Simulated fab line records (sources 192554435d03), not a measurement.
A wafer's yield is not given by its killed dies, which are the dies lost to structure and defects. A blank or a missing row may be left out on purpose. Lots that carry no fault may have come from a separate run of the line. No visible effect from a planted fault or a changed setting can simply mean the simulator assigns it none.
Matching of chambers + flow n5 finfet + cmp-04 running N5_GATE_CUT_CMP_43: 4 sister chambers
The step polishes SiO2. 4 wafers are shown with their chamber, then 8 later ones without.

WAFERS WITH THEIR CHAMBER
| wafer  | chamber | motor current A (A) |
|--------|---------|---------------------|
| L079.5 | 3       | 14.7                |
| L087.3 | 0       | 14.2                |
| L087.6 | 2       | 13.8                |
| L088.1 | 1       | 12.1                |

WAFERS MISSING THEIR CHAMBER
| wafer  | motor current A (A) |
|--------|---------------------|
| L088.5 | 14.0                |
| L088.6 | 12.9                |
| L092.2 | 12.3                |
| L092.3 | 14.4                |
| L092.4 | 11.9                |
| L097.1 | 12.2                |
| L097.3 | 14.2                |
| L097.4 | 13.9                |

EACH ONE'S CHAMBER
| wafer  | from the rows above          | in truth                   |
|--------|------------------------------|----------------------------|
| L088.5 | can't be placed: 0 or 2 or 3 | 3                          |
| L088.6 | can't be placed: 1 or 2 or 0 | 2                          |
| L092.2 | 1                            | 1                          |
| L092.3 | can't be placed: 0 or 3 or 2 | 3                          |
| L092.4 | 1                            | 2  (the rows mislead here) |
| L097.1 | 1                            | 1                          |
| L097.3 | can't be placed: 0 or 2 or 3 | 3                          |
| L097.4 | can't be placed: 2 or 0      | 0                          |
Placed correctly: 2 of 8. These rows do not allow placing 5 (true chamber among the candidates in 5). 1 placed wrongly.
How it was worked out, from the rows above alone: a wafer's distance from a chamber is the root of the sum, over the readings, of the square of ((its reading less the chamber's mean) divided by the reading's scatter). The wafer belongs to the nearest chamber; if the next one is less than 2 further off, it can't be placed. The mean given for a chamber averages the wafers shown for that chamber. The scatter (one wafer shown for each chamber): square how far every hidden wafer sits from the nearest shown wafer, average those squares and take the square root.
